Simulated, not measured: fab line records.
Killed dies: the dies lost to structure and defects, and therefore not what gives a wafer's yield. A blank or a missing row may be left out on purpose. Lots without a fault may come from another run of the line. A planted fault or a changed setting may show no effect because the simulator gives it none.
Which tool is to blame? | flow nand harc | 24 lots with 72 wafers sampled at 6 steps, on a route of 1302 steps

## WHAT THE GAUGES READ, wafer by wafer
NHARC_P_STI_OCD_MEAS_17. Usual: trench depth nm 300 nm, standard deviation 6.2; trench foot cd nm 158 nm, standard deviation 3.5.
lot  | measured     | on     | trench depth nm (nm) | trench foot cd nm (nm) | flag
L074 | day 2 22:40  | ocd-02 | 296 307 296          | 158 162 165            |
L075 | day 3 08:23  | ocd-02 | 294 307 301          | 152 152 156            |
L076 | day 3 17:14  | ocd-01 | 306 297 299          | 152 153 150            |
L077 | day 4 05:56  | ocd-01 | 304 294 298          | 153 161 156            |
L078 | day 4 14:25  | ocd-01 | 302 307 302          | 162 157 156            |
L079 | day 4 22:21  | ocd-01 | 306 295 297          | 156 156 154            |
L080 | day 5 08:49  | ocd-01 | 297 300 291          | 156 159 156            |
L081 | day 5 17:48  | ocd-01 | 307 297 306          | 153 156 159            |
L082 | day 6 05:43  | ocd-02 | 296 297 295          | 160 164 159            |
L083 | day 6 17:25  | ocd-01 | 286 306 312          | 159 160 156            |
L084 | day 7 04:22  | ocd-02 | 308 306 301          | 154 157 156            |
L085 | day 7 13:11  | ocd-01 | 306 303 315          | 155 163 156            |
L086 | day 7 20:40  | ocd-02 | 306 308 287          | 157 153 156            |
L087 | day 8 05:40  | ocd-02 | 303 310 300          | 159 163 166            |
L088 | day 8 15:59  | ocd-02 | 311 304 302          | 159 153 153            |
L089 | day 9 02:56  | ocd-01 | 298 302 292          | 156 152 154            |
L090 | day 9 14:26  | ocd-02 | 293 288 295          | 161 160 154            |
L091 | day 9 22:47  | ocd-01 | 299 293 299          | 160 156 162            |
L092 | day 10 18:58 | ocd-02 | 304 298 295          | 161 158 157            |
L093 | day 10 18:22 | ocd-02 | 300 291 309          | 161 161 163            |
L094 | day 11 07:19 | ocd-02 | 298 301 304          | 162 155 161            |
L095 | day 11 17:20 | ocd-02 | 305 293 299          | 159 161 159            |
L096 | day 12 05:31 | ocd-01 | 299 300 308          | 155 160 153            |
L097 | day 12 09:44 | ocd-01 | 290 296 300          | 153 155 156            |

NHARC_P_CONTACT_OVL_MEAS_13. Usual: overlay x nm 0.2 nm, standard deviation 0.59; overlay y nm 0.2 nm, standard deviation 0.88.
lot  | measured     | on         | overlay x nm (nm) | overlay y nm (nm) | flag
L074 | day 5 20:25  | overlay-02 | -0.7 -0.8 -1.1    | 0.3 0.1 0.2       |
L075 | day 6 07:16  | overlay-02 | -0.5 0.3 0.4      | 0.4 0.6 0.1       |
L076 | day 6 16:22  | overlay-02 | 1.1 0.8 1.3       | -1.0 -1.1 -1.1    |
L077 | day 7 08:23  | overlay-02 | 1.2 0.6 0.5       | -0.6 -0.7 -0.8    |
L078 | day 7 12:26  | overlay-02 | -0.5 -0.5 0.2     | 0.2 1.1 0.9       |
L079 | day 7 19:43  | overlay-01 | 0.4 0.7 0.9       | 1.2 0.9 1.2       |
L080 | day 8 15:25  | overlay-02 | 0.0 0.3 0.5       | 0.5 0.5 0.8       |
L081 | day 8 22:05  | overlay-01 | 1.2 0.9 0.7       | -0.7 -0.6 -0.6    |
L082 | day 9 06:04  | overlay-02 | 0.0 -0.1 0.0      | -0.1 0.1 0.1      |
L083 | day 9 23:02  | overlay-02 | 0.5 0.5 0.2       | 0.9 0.6 0.7       |
L084 | day 10 02:24 | overlay-02 | 1.0 0.7 0.3       | 1.4 1.9 1.7       |
L085 | day 10 10:16 | overlay-01 | 0.7 0.4 0.3       | 1.4 0.3 0.8       |
L086 | day 10 18:59 | overlay-02 | -0.2 -0.1 0.3     | 0.7 0.9 1.1       |
L087 | day 11 02:07 | overlay-02 | 1.3 1.4 0.8       | 0.4 1.2 1.1       |
L088 | day 12 02:24 | overlay-01 | 0.3 -0.6 0.0      | -0.7 0.0 0.0      |
L089 | day 12 03:13 | overlay-01 | 0.3 0.1 0.0       | 0.6 0.2 0.9       |
L090 | day 13 05:30 | overlay-01 | 0.9 1.1 0.6       | 0.5 0.1 0.8       |
L091 | day 13 04:47 | overlay-02 | 0.2 0.4 -0.4      | -0.7 -0.1 -0.6    |
L092 | day 13 18:31 | overlay-01 | 0.0 0.0 -0.7      | -0.7 -0.3 0.1     |
L093 | day 13 17:46 | overlay-02 | 0.7 0.9 0.7       | 0.2 0.6 0.3       |
L094 | day 14 10:10 | overlay-02 | -0.3 -0.4 -0.7    | -0.9 -0.3 -0.5    |
L095 | day 14 21:25 | overlay-02 | -0.5 -0.5 -0.4    | 1.8 1.8 2.3       |
L096 | day 15 02:48 | overlay-01 | -0.8 -0.8 -0.1    | 0.1 0.0 0.0       |
L097 | day 15 03:37 | overlay-01 | 0.2 1.2 0.0       | -1.6 -1.5 -1.8    |

## TOOL THAT RAN EACH LOT (tool first, then ch and the chambers of the sampled wafers, then the start)
lot  | NHARC_P_ZERO_WELL_DESCUM_54        | NHARC_P_GATE_ETCH_104              | NHARC_P_GATE_DESCUM_48             | NHARC_P_GATE_DEGAS_109
L074 | rie diel-04 ch 0,2,3, day 2 02:22  | rie diel-01 ch 1,2, day 5 00:38    | rie diel-13 ch 1,2, day 5 12:32    | pvd sputter-03, day 5 17:45
L075 | rie diel-04 ch 0,2,3, day 2 12:16  | rie diel-13 ch 1,2, day 5 11:23    | rie diel-01 ch 0,1, day 5 23:19    | pvd sputter-02, day 6 04:38
L076 | rie diel-04 ch 0,1,3, day 2 21:55  | rie diel-07 ch 1,2, day 5 20:34    | rie diel-01 ch 0,1,3, day 6 08:25  | pvd sputter-01, day 6 13:50
L077 | rie diel-04 ch 0,3, day 3 09:26    | rie diel-07 ch 1,2,3, day 6 12:47  | rie diel-13 ch 0,2, day 7 00:35    | pvd sputter-03, day 7 05:50
L078 | rie diel-12 ch 0,2,3, day 3 17:43  | rie diel-07 ch 0,1,3, day 6 16:41  | rie diel-07 ch 1,3, day 7 04:31    | pvd sputter-01, day 7 09:55
L079 | rie diel-12 ch 0,3, day 4 04:10    | rie diel-07 ch 1,3, day 6 23:53    | rie diel-07 ch 1,2, day 7 11:47    | pvd sputter-02, day 7 17:04
L080 | rie diel-04 ch 1,2, day 4 13:46    | rie diel-01 ch 0,1,2, day 7 19:42  | rie diel-13 ch 1,2, day 8 07:30    | pvd sputter-03, day 8 12:47
L081 | rie diel-04 ch 0,2,3, day 4 23:52  | rie diel-01 ch 1,2,3, day 8 02:12  | rie diel-13 ch 1,2,3, day 8 14:02  | pvd sputter-03, day 8 19:26
L082 | rie diel-04 ch 0,2,3, day 5 09:54  | rie diel-13 ch 0,1, day 8 10:18    | rie diel-07 ch 1,2,3, day 8 22:07  | pvd sputter-02, day 9 03:25
L083 | rie diel-04 ch 0,2,3, day 5 19:56  | rie diel-07 ch 0,2,3, day 9 03:11  | rie diel-13 ch 0,1,3, day 9 15:06  | pvd sputter-01, day 9 20:23
L084 | rie diel-04 ch 1,3, day 6 05:54    | rie diel-07 ch 0,1, day 9 04:24    | rie diel-13 ch 0,2,3, day 9 18:20  | pvd sputter-02, day 9 23:44
L085 | rie diel-05 ch 0,1,2, day 6 16:01  | rie diel-13 ch 0,3, day 9 14:28    | rie diel-13 ch 0,1, day 10 02:20   | pvd sputter-03, day 10 07:37
L086 | rie diel-12 ch 1,2, day 7 01:56    | rie diel-01 ch 0,3, day 9 22:28    | rie diel-13 ch 0,1, day 10 10:47   | pvd sputter-02, day 10 16:14
L087 | rie diel-12 ch 0,1,3, day 7 11:56  | rie diel-01 ch 0,1,3, day 10 06:22 | rie diel-01 ch 0,2,3, day 10 18:22 | pvd sputter-02, day 10 23:35
L088 | rie diel-04 ch 0,2,3, day 7 22:04  | rie diel-13 ch 0,1,3, day 11 06:25 | rie diel-13 ch 1,2,3, day 11 18:21 | pvd sputter-03, day 11 23:44
L089 | rie diel-12 ch 0,1,3, day 8 07:46  | rie diel-01 ch 1,2,3, day 11 07:16 | rie diel-13 ch 1,2,3, day 11 19:09 | pvd sputter-01, day 12 00:34
L090 | rie diel-05 ch 0,2, day 8 17:55    | rie diel-13 ch 2,3, day 12 09:23   | rie diel-07 ch 0,2,3, day 12 21:23 | pvd sputter-03, day 13 02:52
L091 | rie diel-04 ch 0,2,3, day 9 03:55  | rie diel-01 ch 0,1,3, day 12 09:14 | rie diel-13 ch 0,2,3, day 12 20:57 | pvd sputter-01, day 13 02:07
L092 | rie diel-04 ch 0,1,3, day 9 16:04  | rie diel-01 ch 0,1,3, day 12 22:44 | rie diel-13 ch 2,3, day 13 10:33   | pvd sputter-01, day 13 15:59
L093 | rie diel-05 ch 0,1,3, day 10 00:10 | rie diel-13 ch 0,1, day 12 21:55   | rie diel-01 ch 0,1, day 13 09:41   | pvd sputter-02, day 13 15:07
L094 | rie diel-04 ch 0,1,3, day 10 10:05 | rie diel-01 ch 0,3, day 13 13:53   | rie diel-13 ch 0,1, day 14 01:55   | pvd sputter-01, day 14 07:31
L095 | rie diel-04 ch 0,1,2, day 10 20:34 | rie diel-07 ch 0,1,2, day 14 01:43 | rie diel-01 ch 0,2,3, day 14 13:37 | pvd sputter-01, day 14 18:54
L096 | rie diel-05 ch 0,2,3, day 11 06:04 | rie diel-01 ch 0,1,3, day 14 07:06 | rie diel-07 ch 1,2,3, day 14 18:58 | pvd sputter-01, day 15 00:07
L097 | rie diel-12 ch 0,1, day 11 16:06   | rie diel-01 ch 1,2,3, day 14 07:44 | rie diel-01 ch 0,1, day 14 19:38   | pvd sputter-02, day 15 01:07
- NHARC_P_ZERO_WELL_DESCUM_54: chemistry O2, time 3 s.
- NHARC_P_GATE_ETCH_104: etches the open film in CF4/CHF3, target depth 60 nm.
- NHARC_P_GATE_DESCUM_48: chemistry O2, time 3 s.
- NHARC_P_GATE_DEGAS_109: time 60 s.

## WHAT THE TOOLS THEMSELVES READ (means of the sampled wafers that have a number; where no wafer has one, the mark that the record gives instead)
NHARC_P_ZERO_WELL_DESCUM_54. Usual: drypump motor current A 5.80 A, standard deviation 0.25; oes product au 1.001 a.u., standard deviation 0.013; rf vpp V 57.8 V, standard deviation 0.8; showerhead plenum p Torr 1.94 Torr, standard deviation 0.062; throttle valve pct 11.311 %, standard deviation 0.0092.
lot  | tool        | drypump motor current A (A) | oes product au (a.u.) | rf vpp V (V) | showerhead plenum p Torr (Torr) | throttle valve pct (%) | flag
L074 | rie diel-04 | 5.90                        | 1.012                 | 58.8         | 1.98                            | 11.315                 |
L075 | rie diel-04 | 5.91                        | 1.011                 | 58.1         | 1.98                            | 11.305                 |
L076 | rie diel-04 | 5.67                        | 1.002                 | 57.4         | 1.96                            | 11.314                 |
L077 | rie diel-04 | 5.79                        | 1.019                 | 57.9         | 1.94                            | 11.304                 |
L078 | rie diel-12 | 5.75                        | 0.994                 | 57.0         | 1.89                            | 11.308                 |
L079 | rie diel-12 | 5.75                        | 1.004                 | 57.9         | 1.87                            | 11.313                 |
L080 | rie diel-04 | 5.80                        | 0.999                 | 57.6         | 2.01                            | 11.302                 |
L081 | rie diel-04 | 5.92                        | 1.008                 | 58.3         | 1.97                            | 11.306                 |
L082 | rie diel-04 | 5.90                        | 1.010                 | 58.0         | 1.97                            | 11.319                 |
L083 | rie diel-04 | 5.90                        | 1.012                 | 57.4         | 1.97                            | 11.317                 |
L084 | rie diel-04 | 5.54                        | 1.002                 | 57.6         | 1.94                            | 11.313                 |
L085 | rie diel-05 | 5.86                        | 0.999                 | 57.6         | 1.88                            | 11.316                 |
L086 | rie diel-12 | 5.81                        | 0.996                 | 57.7         | 1.94                            | 11.308                 |
L087 | rie diel-12 | 5.75                        | 0.982                 | 57.9         | 1.88                            | 11.302                 |
L088 | rie diel-04 | 5.89                        | 1.010                 | 58.0         | 1.96                            | 11.304                 |
L089 | rie diel-12 | 5.75                        | 0.981                 | 57.7         | 1.88                            | 11.306                 |
L090 | rie diel-05 | 5.85                        | 0.992                 | 57.6         | 1.91                            | 11.299                 |
L091 | rie diel-04 | 5.92                        | 1.010                 | 57.7         | 1.96                            | 11.305                 |
L092 | rie diel-04 | 5.69                        | 1.012                 | 58.0         | 1.94                            | 11.317                 |
L093 | rie diel-05 | 5.75                        | 0.996                 | 57.2         | 1.86                            | 11.301                 |
L094 | rie diel-04 | 5.69                        | 1.006                 | 57.4         | 1.94                            | 11.310                 |
L095 | rie diel-04 | 5.90                        | 1.000                 | 57.6         | 1.98                            | 11.303                 |
L096 | rie diel-05 | 5.76                        | 0.999                 | 57.5         | 1.88                            | 11.312                 |
L097 | rie diel-12 | 5.82                        | 0.997                 | 57.2         | 1.91                            | 11.299                 |

NHARC_P_GATE_ETCH_104. Usual: cf4 flow sccm 100.1 sccm, standard deviation 0.34; drypump motor current A 5.8 A, standard deviation 0.49; oes product au 0.955 a.u., standard deviation 0.024; rf vpp V 370.8 V, standard deviation 2.6; showerhead plenum p Torr 1.58 Torr, standard deviation 0.074; throttle valve pct 16.801 %, standard deviation 0.0098.
lot  | tool        | cf4 flow sccm (sccm) | drypump motor current A (A) | oes product au (a.u.) | rf vpp V (V) | showerhead plenum p Torr (Torr) | throttle valve pct (%) | flag
L074 | rie diel-01 | 100.2                | 5.4                         | 0.955                 | 372.9        | 1.63                            | 16.806                 |
L075 | rie diel-13 | 100.1                | 6.0                         | 0.930                 | 372.3        | 1.66                            | 16.791                 |
L076 | rie diel-07 | 100.0                | 5.2                         | 0.931                 | 372.0        | 1.60                            | 16.806                 |
L077 | rie diel-07 | 99.7                 | 5.5                         | 0.963                 | 370.3        | 1.56                            | 16.800                 |
L078 | rie diel-07 | 99.9                 | 5.7                         | 0.960                 | 370.2        | 1.58                            | 16.800                 |
L079 | rie diel-07 | 99.8                 | 5.2                         | 0.958                 | 372.3        | 1.62                            | 16.792                 |
L080 | rie diel-01 | 100.4                | 5.8                         | 0.965                 | 373.2        | 1.62                            | 16.799                 |
L081 | rie diel-01 | 100.4                | 5.6                         | 0.976                 | 369.4        | 1.57                            | 16.808                 |
L082 | rie diel-13 | 100.1                | 5.4                         | 0.974                 | 371.6        | 1.60                            | 16.807                 |
L083 | rie diel-07 | 99.8                 | 5.9                         | 0.948                 | 368.3        | 1.51                            | 16.805                 |
L084 | rie diel-07 | 100.2                | 6.0                         | 0.946                 | 370.2        | 1.57                            | 16.795                 |
L085 | rie diel-13 | 100.1                | 6.0                         | 0.935                 | 368.2        | 1.54                            | 16.802                 |
L086 | rie diel-01 | 99.9                 | 6.0                         | 0.992                 | 370.9        | 1.60                            | 16.811                 |
L087 | rie diel-01 | 100.2                | 5.8                         | 0.992                 | 372.0        | 1.61                            | 16.800                 |
L088 | rie diel-13 | 100.0                | 5.6                         | 0.965                 | 372.0        | 1.59                            | 16.798                 |
L089 | rie diel-01 | 100.2                | 5.6                         | 0.982                 | 370.6        | 1.56                            | 16.795                 |
L090 | rie diel-13 | 99.8                 | 6.5                         | 0.947                 | 372.1        | 1.61                            | 16.812                 |
L091 | rie diel-01 | 100.0                | 5.8                         | 0.935                 | 372.1        | 1.60                            | 16.802                 |
L092 | rie diel-01 | 100.1                | 5.8                         | 0.948                 | 372.1        | 1.60                            | 16.801                 |
L093 | rie diel-13 | 100.0                | 5.2                         | 0.938                 | 372.7        | 1.64                            | 16.800                 |
L094 | rie diel-01 | 100.3                | 6.1                         | 0.929                 | 371.1        | 1.59                            | 16.817                 |
L095 | rie diel-07 | 100.1                | 5.7                         | 0.967                 | 370.1        | 1.55                            | 16.795                 |
L096 | rie diel-01 | 100.1                | 5.8                         | 0.929                 | 371.3        | 1.61                            | 16.807                 |
L097 | rie diel-01 | 100.2                | 5.6                         | 0.974                 | 371.3        | 1.56                            | 16.802                 |

NHARC_P_GATE_DESCUM_48. Usual: drypump motor current A 5.8 A, standard deviation 0.55; oes product au 1.007 a.u., standard deviation 0.014; rf vpp V 57.7 V, standard deviation 0.88; showerhead plenum p Torr 1.94 Torr, standard deviation 0.09; throttle valve pct 11.311 %, standard deviation 0.0089.
lot  | tool        | drypump motor current A (A) | oes product au (a.u.) | rf vpp V (V) | showerhead plenum p Torr (Torr) | throttle valve pct (%) | flag
L074 | rie diel-13 | 6.0                         | 1.010                 | 57.4         | 2.02                            | 11.312                 |
L075 | rie diel-01 | 5.5                         | 1.003                 | 57.8         | 2.05                            | 11.301                 |
L076 | rie diel-01 | 5.7                         | 1.022                 | 58.4         | 1.96                            | 11.311                 |
L077 | rie diel-13 | 6.0                         | 0.998                 | 58.1         | 1.94                            | 11.309                 |
L078 | rie diel-07 | 5.5                         | 0.976                 | 58.5         | 1.92                            | 11.309                 |
L079 | rie diel-07 | 5.2                         | 1.005                 | 57.6         | 1.94                            | 11.308                 |
L080 | rie diel-13 | 6.0                         | 1.019                 | 57.9         | 2.02                            | 11.309                 |
L081 | rie diel-13 | 5.9                         | 1.019                 | 57.0         | 1.97                            | 11.306                 |
L082 | rie diel-07 | 5.4                         | 0.995                 | 57.6         | 1.89                            | 11.311                 |
L083 | rie diel-13 | 5.6                         | 1.011                 | 57.7         | 1.94                            | 11.318                 |
L084 | rie diel-13 | 6.2                         | 1.012                 | 57.6         | 1.93                            | 11.305                 |
L085 | rie diel-13 | 5.2                         | 1.004                 | 58.0         | 1.99                            | 11.300                 |
L086 | rie diel-13 | 5.2                         | 1.003                 | 58.0         | 1.99                            | 11.310                 |
L087 | rie diel-01 | 6.0                         | 1.002                 | 58.4         | 1.89                            | 11.306                 |
L088 | rie diel-13 | 5.9                         | 1.009                 | 57.8         | 1.97                            | 11.307                 |
L089 | rie diel-13 | 5.9                         | 1.014                 | 57.2         | 1.97                            | 11.309                 |
L090 | rie diel-07 | 5.9                         | 0.989                 | 57.1         | 1.84                            | 11.315                 |
L091 | rie diel-13 | 6.2                         | 1.009                 | 57.9         | 1.92                            | 11.318                 |
L092 | rie diel-13 | 6.4                         | 1.016                 | 58.2         | 1.91                            | 11.311                 |
L093 | rie diel-01 | 5.5                         | 1.012                 | 57.7         | 2.04                            | 11.314                 |
L094 | rie diel-13 | 5.2                         | 1.003                 | 56.7         | 1.99                            | 11.309                 |
L095 | rie diel-01 | 6.0                         | 1.009                 | 56.9         | 1.89                            | 11.312                 |
L096 | rie diel-07 | 5.5                         | 0.992                 | 58.4         | 1.89                            | 11.306                 |
L097 | rie diel-01 | 5.9                         | 1.016                 | 57.6         | 2.02                            | 11.310                 |

NHARC_P_GATE_DEGAS_109. Usual: heater power w at 480 W, with a standard deviation of 49.
lot  | tool           | heater power w (W) | flag
L074 | pvd sputter-03 | 465                |
L075 | pvd sputter-02 | 532                |
L076 | pvd sputter-01 | 471                |
L077 | pvd sputter-03 | 462                |
L078 | pvd sputter-01 | 494                |
L079 | pvd sputter-02 | 479                |
L080 | pvd sputter-03 | 452                |
L081 | pvd sputter-03 | 453                |
L082 | pvd sputter-02 | 476                |
L083 | pvd sputter-01 | 461                |
L084 | pvd sputter-02 | 506                |
L085 | pvd sputter-03 | 471                |
L086 | pvd sputter-02 | 443                |
L087 | pvd sputter-02 | 487                |
L088 | pvd sputter-03 | 480                |
L089 | pvd sputter-01 | 485                |
L090 | pvd sputter-03 | 445                |
L091 | pvd sputter-01 | 464                |
L092 | pvd sputter-01 | 499                |
L093 | pvd sputter-02 | 502                |
L094 | pvd sputter-01 | 498                |
L095 | pvd sputter-01 | 492                |
L096 | pvd sputter-01 | 479                |
L097 | pvd sputter-02 | 470                |

## THE ANSWER, worked out from the rows above alone
Rule: a lot counts as off when the mean over its wafers that have a number is more than 3 standard deviations away from the usual mean. A lot without any number at a reading at which 4 lots or more have one is off too. Any other lot the step has rows for is counted as sound. First the gauges in route order, then the tools' own readings, where a lot's mean is used as printed above. At the first step where some lot is off, the reading lying furthest off is the one used; lots without a number count as furthest.
Across all readings shown, no lot is off: no conclusion can be drawn from this.

## WHAT THE SIMULATOR HAD INSERTED
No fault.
